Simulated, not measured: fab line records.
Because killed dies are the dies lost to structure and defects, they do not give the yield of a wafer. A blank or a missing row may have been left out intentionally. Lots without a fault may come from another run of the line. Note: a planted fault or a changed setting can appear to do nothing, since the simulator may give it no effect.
Which tool is to blame?	flow nandHarc	6 lots, 18 wafers sampled, at 5 steps of a route of 1159

== WHAT THE GAUGES SHOWED, per wafer ==
NHARC_END_SORT_01.
lot	measured	on	defectLimitedYield (%)
L580	day 23 02:02	prober-02	0 0 0

== WHAT TOOL EACH LOT RAN ON (gives the tool, then ch and the chambers of the sampled wafers, and finally the start) ==
lot	NHARC_A_BONDPAD_PVD_27	NHARC_THIN_TSV_DEP_43	NHARC_THIN_TSV_ETCH_44	NHARC_THIN_TSV_STRIP_45
L573	pvdSputter-01, day 19 04:41 or earlier	pecvd-01 ch 1,2, day 19 04:41	rieDiel-13 ch 2,3, day 19 05:46	plasmaAsher-02 ch 0,1, day 19 06:34
L576	pvdSputter-03, day 20 14:17 or earlier	pecvd-03 ch 0,1, day 20 14:17	rieDiel-01 ch 0,1, day 20 15:23	plasmaAsher-02 ch 0,1, day 20 16:10
L580	pvdSputter-03, day 22 10:13 or earlier	pecvd-03 ch 1,2, day 22 10:13	rieDiel-06 ch 0,2,3, day 22 11:19	plasmaAsher-02 ch 0,1, day 22 12:02
L587	pvdSputter-03, day 23 04:21 or earlier	pecvd-01 ch 0,1,2, day 23 04:21	rieDiel-06 ch 0,2,3, day 23 05:28	plasmaAsher-01 ch 0,1, day 23 06:10
L588	pvdSputter-02, day 24 03:02 or earlier	pecvd-02 ch 0,1,2, day 24 03:02	rieDiel-01 ch 0,2, day 24 04:01	plasmaAsher-02 ch 0,1, day 24 04:51
L591	pvdSputter-02, day 24 16:52 or earlier	pecvd-02 ch 0,1,2, day 24 16:52	rieDiel-06 ch 0,1,2, day 24 18:01	plasmaAsher-01 ch 0,1, day 24 18:41
- NHARC_A_BONDPAD_PVD_27: deposits Cu, target thk 30 nm, time 20.49 s.
- NHARC_THIN_TSV_DEP_43: deposits SiO2, target thk 1328.5 nm.
- NHARC_THIN_TSV_ETCH_44: etches the open film in CF4/O2, target depth 1594.2 nm, time 797.1 s.
- NHARC_THIN_TSV_STRIP_45: strips in O2.

== THE ANSWER, worked out from the rows above alone ==
Rule: the lots themselves supply what counts as usual. The widest of any qualifying gaps counts: lots, ordered by their means at a reading, are off when they make up no more than a third of the lots, leave a main group of 4 or more, and stand apart from it by 3 or more times the standard deviation of that group's means. Not used: any main group whose means are identical at the precision the tables above print for the reading. A lot without any number at a reading at which 4 lots or more have one is off too. The other lots that the step has rows for count as sound.
No lot is off at any reading shown: from this, nothing can be told.

== WHAT THE SIMULATOR HAD INSERTED ==
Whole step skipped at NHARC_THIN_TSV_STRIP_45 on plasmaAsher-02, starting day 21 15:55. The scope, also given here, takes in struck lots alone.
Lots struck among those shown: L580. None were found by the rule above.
